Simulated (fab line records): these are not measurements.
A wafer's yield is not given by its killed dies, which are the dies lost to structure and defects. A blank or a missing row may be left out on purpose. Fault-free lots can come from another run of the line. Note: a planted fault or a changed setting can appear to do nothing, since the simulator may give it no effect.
fab line records | flow n5-finfet
record: lots: 10 | wafers: 27 | last-day: 19
route steps=1938 shown BEOL_M12@1612
lots that met no fault: taken from a fault-free run of the same line
start-h: start of the lot's first displayed wafer, in hours after the record's first day | wait-h: hours from the lot's prior step to this one | " unchanged from the row above | L1.1+2: a single row standing in for several wafers | - either no value or no given start | * or withheld: withheld | < > ~ a bound
route shown NAME@n: a module of which the file shows steps, and the number in the route of the first | usual: mean/standard deviation of fault-free wafers | same: alike in all rows | chamber/n: place in a boat | sites: per-site readings | _std_site: the values' standard deviation | _edge_site: inner sites' mean taken away from outer sites' mean | radius-mm: how far each site lies from the wafer's centre | mask NAME#n: copy n | behind: the most recent tool/chamber to have shaped the wafer | hold: cause of the lot's hold/its duration in hours/its outcome | device: the transistor (n, p or np) that didn't switch | end of line: the same wafers' tests at the end of the route | where a step has no rows: the recipe by itself | killed: dies lost to structure and defects at the first sort, not the wafer's yield | map: per-die view of a wafer (x killed, . not killed, _ where there is no die)
set.NAME: the setting that was run; set.NAME@STEP: the one run at that earlier step | model.NAME: the simulator's own value behind a step, which no gauge read
one table for each step of the route and one row for each wafer, over a sample of lots
services: a tool's chamber out of use, with start hour (start-h, from the record's first day; less than 0 if before it), hours out, and reason
== steps ==
step: N5_BEOL_M12_CD_MEAS_10
recipe: target-cd-nm: 140 | landing-energy-ev: 500 | detector: se-inlens | polarity: opening
usual: cd-nm: 140.3/1.8
lot.wafer | tool      | chamber | start-h | wait-h | cd-nm
L104.1    | cd-sem-02 | 0       | 257.41  | -      | 139.1
L104.4    | "         | 0       | "       | "      | 141.4
L104.6    | "         | 0       | "       | "      | 139.9
L105.1    | cd-sem-03 | 0       | 257.65  | -      | 143.4
L105.2    | "         | 0       | "       | "      | 141.1
L105.6    | "         | 0       | "       | "      | 139.2
L108.2    | cd-sem-02 | 0       | 305.98  | -      | 140.7
L108.3    | "         | 0       | "       | "      | 143.3
L108.6    | "         | 0       | "       | "      | 140.6
L110.2    | cd-sem-03 | 0       | 329.24  | -      | 138.5
L110.4    | "         | 0       | "       | "      | 142.0
L110.5    | "         | 0       | "       | "      | 139.5
L115.1    | cd-sem-02 | 0       | 366.67  | -      | 142.8
L115.6    | "         | 0       | "       | "      | 139.1
L117.1    | cd-sem-01 | 0       | 369.19  | -      | 139.5
L117.2    | "         | 0       | "       | "      | 140.4
L106.3    | cd-sem-01 | 0       | 378.37  | -      | 140.9
L106.4    | "         | 0       | "       | "      | 141.8
L106.6    | "         | 0       | "       | "      | 140.2
L120.2    | cd-sem-02 | 0       | 387.15  | -      | 141.0
L120.6    | "         | 0       | "       | "      | 138.8
L125.2    | cd-sem-01 | 0       | 411.85  | -      | 139.3
L125.5    | "         | 0       | "       | "      | 139.8
L125.6    | "         | 0       | "       | "      | 140.9
L126.2    | cd-sem-02 | 0       | 413.76  | -      | 139.5
L126.5    | "         | 0       | "       | "      | 140.7
L126.6    | "         | 0       | "       | "      | 142.1
step: N5_BEOL_M12_DESCUM_15
recipe: chemistry: O2 | time-s: 7.9 | source-power-w: 50 | bias-power-w: 20 | pressure-mtorr: 20 | rf-frequency-hz: 2.712e+07 | temp-c: 40 | o2-flow-sccm: 225
usual: bias-power-w: 20.00/0.054 | drypump-motor-current-A: 5.9/0.48 | oes-product-au: 0.80/0.071 | rf-vpp-V: 242.7/1.3 | showerhead-plenum-p-Torr: 2.06/0.069 | throttle-valve-pct: 20.36/0.18
lot.wafer | tool        | chamber | start-h | wait-h | bias-power-w | drypump-motor-current-A | oes-product-au | rf-hours-counter-h | rf-vpp-V | showerhead-plenum-p-Torr | throttle-valve-pct
L104.1    | rie-diel-05 | 3       | 257.50  | 0.0    | 19.94        | 5.6                     | 0.87           | 27                 | 242.7    | 2.05                     | 20.06
L104.4    | "           | 2       | "       | "      | 19.95        | 5.6                     | 0.73           | 214                | 245.7    | 2.17                     | 20.63
L104.6    | "           | 2       | "       | "      | 20.01        | 5.6                     | 0.73           | -                  | 244.0    | 2.17                     | 20.63
L105.1    | rie-diel-03 | 3       | 257.73  | 0.0    | 19.98        | 5.6                     | 0.97           | 3                  | 245.1    | 2.15                     | 20.58
L105.2    | "           | 1       | "       | "      | 20.06        | 6.5                     | 0.81           | 67                 | 243.1    | 2.12                     | 20.23
L105.6    | "           | 1       | "       | "      | 20.03        | 6.5                     | 0.82           | -                  | 243.4    | 2.12                     | 20.23
L108.2    | rie-diel-03 | 0       | 306.07  | 0.0    | 19.97        | 6.0                     | 0.79           | 108                | 240.6    | 2.01                     | 20.43
L108.3    | "           | 1       | "       | "      | 20.00        | 6.5                     | 0.80           | 77                 | 242.5    | 2.12                     | 20.26
L108.6    | "           | 3       | "       | "      | 19.95        | 5.6                     | 0.92           | -                  | 244.1    | 2.14                     | 20.60
L110.2    | rie-diel-01 | 2       | 329.37  | 0.1    | 20.01        | 5.4                     | 0.67           | 250                | 244.1    | 2.13                     | 20.53
L110.4    | "           | 0       | "       | "      | 20.02        | 6.2                     | 0.74           | 190                | 243.3    | 1.99                     | 20.65
L110.5    | "           | 2       | "       | "      | 19.98        | 5.4                     | 0.67           | -                  | 244.6    | 2.13                     | 20.50
L115.1    | rie-diel-01 | 2       | 366.76  | 0.0    | 19.97        | 5.4                     | 0.95           | 11                 | 243.9    | 2.13                     | 20.27
L115.6    | "           | 1       | "       | "      | 19.95        | 6.4                     | 0.78           | -                  | 242.9    | 2.03                     | 20.17
L117.1    | rie-diel-05 | 2       | 369.38  | 0.1    | 19.91        | 5.6                     | 0.71           | 248                | 243.9    | 2.16                     | 20.68
L117.2    | "           | 3       | "       | "      | 20.03        | 5.5                     | 0.82           | 61                 | 241.7    | 2.04                     | 20.12
L106.3    | rie-diel-01 | 2       | 378.80  | 0.4    | 19.95        | 5.4                     | 0.94           | 17                 | 243.6    | 2.13                     | 20.28
L106.4    | "           | 1       | "       | "      | 20.14        | 6.4                     | 0.78           | 110                | 242.5    | 2.03                     | 20.18
L106.6    | "           | 3       | "       | "      | 19.89        | 5.1                     | 0.70           | -                  | 240.4    | 1.90                     | 20.33
L120.2    | rie-diel-05 | 3       | 387.23  | 0.0    | 20.04        | 5.5                     | 0.82           | 69                 | 242.1    | 2.03                     | 20.12
L120.6    | "           | 3       | "       | "      | 20.03        | 5.6                     | 0.82           | -                  | 241.8    | 2.03                     | 20.12
L125.2    | rie-diel-01 | 0       | 411.93  | 0.0    | 19.98        | 6.2                     | 0.71           | 227                | 240.9    | 1.98                     | 20.70
L125.5    | "           | 0       | "       | "      | 20.01        | 6.2                     | 0.71           | -                  | 242.7    | 1.98                     | 20.69
L125.6    | "           | 1       | "       | "      | 19.93        | 6.5                     | 0.77           | -                  | 241.9    | 2.02                     | 20.19
L126.2    | rie-diel-05 | 3       | 413.89  | 0.1    | 19.95        | 5.6                     | 0.80           | 77                 | 242.5    | 2.03                     | 20.15
L126.5    | "           | 3       | "       | "      | 20.08        | 5.5                     | 0.80           | -                  | 242.7    | 2.03                     | 20.14
L126.6    | "           | 0       | "       | "      | 20.02        | 5.3                     | 0.76           | -                  | 242.5    | 2.08                     | 20.28
step: N5_BEOL_M12_TRENCH_ETCH_34
recipe: chemistry: C4F8/O2/Ar | target: SiOC | target-depth-a: 3189.5 | mask-material: SOC | pressure-mtorr: 30 | source-w: 3000 | bias-w: 700 | Ar_flow_sccm: 400 | C4F8_flow_sccm: 15 | O2_flow_sccm: 8 | he-inner-torr: 15 | he-outer-torr: 30 | time-s: 125.5 | ion-energy-ev: 250
usual: drypump-motor-current-A: 6.0/0.51 | oes-product-au: 0.80/0.066 | rf-vpp-V: 664/3.3 | showerhead-plenum-p-Torr: 3.37/0.12 | throttle-valve-pct: 24.23/0.22
lot.wafer | tool        | chamber | start-h | wait-h | drypump-motor-current-A | oes-product-au | rf-hours-counter-h | rf-vpp-V | showerhead-plenum-p-Torr | throttle-valve-pct
L104.1    | rie-diel-01 | 0       | 258.77  | 0.0    | 6.2                     | 0.76           | 169                | 662      | 3.27                     | 24.33
L104.4    | "           | 3       | "       | "      | 5.1                     | 0.72           | 188                | 657      | 3.12                     | 23.88
L104.6    | "           | 3       | "       | "      | 5.1                     | 0.72           | -                  | 658      | 3.12                     | 23.89
L105.1    | rie-diel-03 | 2       | 259.32  | 0.0    | 6.7                     | 0.81           | 83                 | 667      | 3.47                     | 24.47
L105.2    | "           | 3       | "       | "      | 5.6                     | 0.96           | 3                  | 668      | 3.50                     | 24.41
L105.6    | "           | 2       | "       | "      | 6.7                     | 0.82           | -                  | 666      | 3.47                     | 24.49
L108.2    | rie-diel-03 | 3       | 307.46  | 0.0    | 5.6                     | 0.92           | 15                 | 668      | 3.50                     | 24.44
L108.3    | "           | 0       | "       | "      | 6.0                     | 0.78           | 108                | 663      | 3.31                     | 24.34
L108.6    | "           | 0       | "       | "      | 6.0                     | 0.79           | -                  | 662      | 3.31                     | 24.34
L110.2    | rie-diel-01 | 1       | 331.30  | 0.0    | 6.5                     | 0.78           | 98                 | 661      | 3.31                     | 23.88
L110.4    | "           | 3       | "       | "      | 5.1                     | 0.71           | -                  | 657      | 3.11                     | 23.93
L110.5    | "           | 0       | "       | "      | 6.2                     | 0.74           | -                  | 661      | 3.26                     | 24.32
L115.1    | rie-diel-03 | 0       | 368.03  | 0.0    | 6.0                     | 0.78           | 123                | 662      | 3.30                     | 24.35
L115.6    | "           | 1       | "       | "      | 6.5                     | 0.80           | -                  | 667      | 3.45                     | 24.03
L117.1    | rie-diel-03 | 2       | 370.83  | 0.0    | 6.7                     | 0.79           | 112                | 667      | 3.46                     | 24.51
L117.2    | "           | 3       | "       | "      | 5.6                     | 0.88           | 31                 | 666      | 3.49                     | 24.47
L106.3    | rie-diel-01 | 1       | 380.07  | 0.0    | 6.5                     | 0.77           | 111                | 661      | 3.31                     | 23.89
L106.4    | "           | 0       | "       | "      | 6.2                     | 0.72           | 214                | 660      | 3.25                     | 24.36
L106.6    | "           | 1       | "       | "      | 6.4                     | 0.77           | -                  | 663      | 3.31                     | 23.90
L120.2    | rie-diel-03 | 3       | 388.67  | 0.0    | 5.6                     | 0.87           | 38                 | 667      | 3.49                     | 24.47
L120.6    | "           | 0       | "       | "      | 6.0                     | 0.76           | -                  | 661      | 3.30                     | 24.36
L125.2    | rie-diel-01 | 1       | 413.49  | 0.0    | 6.5                     | 0.76           | 124                | 661      | 3.30                     | 23.90
L125.5    | "           | 2       | "       | "      | 5.4                     | 0.92           | -                  | 666      | 3.48                     | 24.15
L125.6    | "           | 3       | "       | "      | 5.1                     | 0.69           | -                  | 656      | 3.10                     | 23.96
L126.2    | rie-diel-05 | 0       | 415.63  | 0.0    | 5.4                     | 0.77           | 128                | 665      | 3.46                     | 24.36
L126.5    | "           | 3       | "       | "      | 5.5                     | 0.81           | -                  | 662      | 3.34                     | 23.99
L126.6    | "           | 0       | "       | "      | 5.4                     | 0.76           | -                  | 667      | 3.46                     | 24.35
step: N5_BEOL_M12_OCD_MEAS_35
usual: trench-depth-nm: 317/5.2
lot.wafer | tool   | chamber | start-h | wait-h | trench-depth-nm
L104.1    | ocd-02 | -       | 258.93  | 0.0    | 316
L104.4    | "      | -       | "       | "      | 307
L104.6    | "      | -       | "       | "      | 309
L105.1    | ocd-01 | -       | 259.49  | 0.0    | 325
L105.2    | "      | -       | "       | "      | 319
L105.6    | "      | -       | "       | "      | 325
L108.2    | ocd-01 | -       | 307.62  | 0.0    | 313
L108.3    | "      | -       | "       | "      | 314
L108.6    | "      | -       | "       | "      | 313
L110.2    | ocd-02 | -       | 331.45  | 0.0    | 324
L110.4    | "      | -       | "       | "      | 313
L110.5    | "      | -       | "       | "      | 318
L115.1    | ocd-01 | -       | 368.18  | 0.0    | 313
L115.6    | "      | -       | "       | "      | 295
L117.1    | ocd-01 | -       | 370.98  | 0.0    | 320
L117.2    | "      | -       | "       | "      | 296
L106.3    | ocd-02 | -       | 380.23  | 0.0    | 325
L106.4    | "      | -       | "       | "      | 316
L106.6    | "      | -       | "       | "      | 326
L120.2    | ocd-02 | -       | 388.82  | 0.0    | 292
L120.6    | "      | -       | "       | "      | 292
L125.2    | ocd-02 | -       | 413.64  | 0.0    | 325
L125.5    | "      | -       | "       | "      | 328
L125.6    | "      | -       | "       | "      | 310
L126.2    | ocd-01 | -       | 415.78  | 0.0    | 317
L126.5    | "      | -       | "       | "      | 311
L126.6    | "      | -       | "       | "      | 317
step: N5_BEOL_M12_DEGAS_41
recipe: ambient: vacuum | temp-c: 250 | time-s: 60
usual: heater-power-w: 323/24
lot.wafer | tool           | chamber | start-h | wait-h | heater-power-w
L104.1    | pvd-sputter-02 | -       | 259.45  | 0.0    | 322
L104.4    | "              | -       | "       | "      | 295
L104.6    | "              | -       | "       | "      | 312
L105.1    | pvd-sputter-02 | -       | 262.15  | 0.2    | 316
L105.2    | "              | -       | "       | "      | 322
L105.6    | "              | -       | "       | "      | 304
L108.2    | pvd-sputter-03 | -       | 310.44  | 0.3    | 377
L108.3    | "              | -       | "       | "      | 337
L108.6    | "              | -       | "       | "      | 294
L110.2    | pvd-sputter-02 | -       | 333.26  | 0.1    | 331
L110.4    | "              | -       | "       | "      | 317
L110.5    | "              | -       | "       | "      | 324
L115.1    | pvd-sputter-02 | -       | 369.72  | 0.4    | 319
L115.6    | "              | -       | "       | "      | 321
L117.1    | pvd-sputter-02 | -       | 375.56  | 0.4    | 284
L117.2    | "              | -       | "       | "      | 323
L106.3    | pvd-sputter-01 | -       | 381.72  | 0.0    | 366
L106.4    | "              | -       | "       | "      | 349
L106.6    | "              | -       | "       | "      | 367
L120.2    | pvd-sputter-01 | -       | 389.42  | 0.2    | 359
L120.6    | "              | -       | "       | "      | 357
L125.2    | pvd-sputter-03 | -       | 414.45  | 0.5    | 337
L125.5    | "              | -       | "       | "      | 381
L125.6    | "              | -       | "       | "      | 281
L126.2    | pvd-sputter-03 | -       | 421.84  | 0.5    | 289
L126.5    | "              | -       | "       | "      | 333
L126.6    | "              | -       | "       | "      | 321
step: N5_BEOL_M12_THK_MEAS_50
recipe: thk-meas-gauge: xrf | reads: Cu_of_BEOL_M12_ECD_47
usual: M12_THK: 324/6.9
lot.wafer | tool          | chamber | start-h | wait-h | M12_THK[nm]
L104.1    | film-metro-01 | -       | 260.54  | -      | 324
L104.4    | "             | -       | "       | "      | 310
L104.6    | "             | -       | "       | "      | 314
L105.1    | film-metro-01 | -       | 263.24  | -      | 332
L105.2    | "             | -       | "       | "      | 324
L105.6    | "             | -       | "       | "      | 331
L108.2    | film-metro-02 | -       | 311.84  | -      | 322
L108.3    | "             | -       | "       | "      | 323
L108.6    | "             | -       | "       | "      | 322
L110.2    | film-metro-01 | -       | 334.35  | -      | 332
L110.4    | "             | -       | "       | "      | 318
L110.5    | "             | -       | "       | "      | 321
L115.1    | film-metro-01 | -       | 370.87  | -      | 319
L115.6    | "             | -       | "       | "      | 301
L117.1    | film-metro-01 | -       | 376.65  | -      | 323
L117.2    | "             | -       | "       | "      | 298
L106.3    | film-metro-02 | -       | 383.13  | -      | 336
L106.4    | "             | -       | "       | "      | 328
L106.6    | "             | -       | "       | "      | 335
L120.2    | film-metro-01 | -       | 390.84  | -      | 296
L120.6    | "             | -       | "       | "      | 297
L125.2    | film-metro-02 | -       | 415.56  | -      | 335
L125.5    | "             | -       | "       | "      | 340
L125.6    | "             | -       | "       | "      | 321
L126.2    | film-metro-02 | -       | 423.15  | -      | 328
L126.5    | "             | -       | "       | "      | 320
L126.6    | "             | -       | "       | "      | 329
step: N5_BEOL_M12_RS_MEAS_54
recipe: thk-meas-gauge: four-point-probe | reads: Cu_of_BEOL_M12_ECD_47+Ta_of_BEOL_M12_SPUTTER_44+TaN_of_BEOL_M12_SPUTTER_43
usual: M12_RS: 0.0605/0.0011
lot.wafer | tool          | chamber | start-h | wait-h | M12_RS[ohm/sq]
L104.1    | film-metro-02 | -       | 260.67  | 0.0    | 0.0603
L104.4    | "             | -       | "       | "      | 0.0629
L104.6    | "             | -       | "       | "      | 0.0623
L105.1    | film-metro-01 | -       | 263.37  | 0.0    | 0.0589
L105.2    | "             | -       | "       | "      | 0.0599
L105.6    | "             | -       | "       | "      | 0.0590
L108.2    | film-metro-02 | -       | 311.96  | 0.0    | 0.0617
L108.3    | "             | -       | "       | "      | 0.0616
L108.6    | "             | -       | "       | "      | 0.0616
L110.2    | film-metro-01 | -       | 334.48  | 0.0    | 0.0590
L110.4    | "             | -       | "       | "      | 0.0609
L110.5    | "             | -       | "       | "      | 0.0605
L115.1    | film-metro-01 | -       | 371.00  | 0.1    | 0.0610
L115.6    | "             | -       | "       | "      | 0.0647
L117.1    | film-metro-01 | -       | 376.77  | 0.0    | 0.0594
L117.2    | "             | -       | "       | "      | 0.0647
L106.3    | film-metro-02 | -       | 383.26  | 0.0    | 0.0590
L106.4    | "             | -       | "       | "      | 0.0605
L106.6    | "             | -       | "       | "      | 0.0587
L120.2    | film-metro-02 | -       | 390.99  | 0.1    | 0.0657
L120.6    | "             | -       | "       | "      | 0.0657
L125.2    | film-metro-01 | -       | 415.68  | 0.0    | 0.0588
L125.5    | "             | -       | "       | "      | 0.0578
L125.6    | "             | -       | "       | "      | 0.0619
L126.2    | film-metro-02 | -       | 423.28  | 0.0    | 0.0602
L126.5    | "             | -       | "       | "      | 0.0616
L126.6    | "             | -       | "       | "      | 0.0602
== services ==
tool           | chamber | start-h | hours | kind
pvd-sputter-01 | -       | 237.91  | 1.1   | repair
rie-diel-03    | -       | 322.81  | 14.6  | pm
rie-diel-01    | 2       | 329.64  | -     | clean
rie-diel-01    | 2       | 329.64  | -     | consumable-replace:focus-ring
rie-diel-01    | 2       | 329.64  | 14.3  | scheduled-down
rie-diel-01    | 2       | 329.64  | 14.3  | vent-cycle
rie-diel-01    | 1       | 341.15  | 22.0  | repair
rie-diel-05    | 2       | 349.12  | 1.4   | repair
rie-diel-05    | 2       | 372.64  | -     | clean
rie-diel-05    | 2       | 372.64  | -     | consumable-replace:focus-ring
rie-diel-05    | 2       | 372.64  | 15.4  | scheduled-down
rie-diel-05    | 2       | 372.64  | 15.4  | vent-cycle
rie-diel-05    | 3       | 395.52  | 5.8   | repair
== key ==
first-sign: step: N5_BEOL_M12_OCD_MEAS_35 | reading: trench-depth-nm | direction: down | sigmas: 4.4 | usual: 317 | struck: 294
effect: step: N5_BEOL_M12_THK_MEAS_50 | reading: M12_THK | direction: down | sigmas: 3.6 | usual: 324 | struck: 298
effect: step: N5_BEOL_M12_RS_MEAS_54 | reading: M12_RS | direction: up | sigmas: 4.3 | usual: 0.0605 | struck: 0.0652
met-at N5_BEOL_M12_TRENCH_ETCH_34
struck-lots L115,L117,L120
struck-wafers L115.6,L117.2,L120.2,L120.6
not-acting-at N5_BEOL_M12_CD_MEAS_10,N5_BEOL_M12_DESCUM_15,N5_BEOL_M12_DEGAS_41
onset-between 307.46 368.03
fault: kind: process-parameter-drift | tool: rie-diel-03 | chamber: - | onset-h: 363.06 | steps: N5_BEOL_M12_TRENCH_ETCH_34 | channel: time-s | offset: * | shape: step | end-h: 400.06 | scope: struck-wafers-only | acts-in: * | stated: *
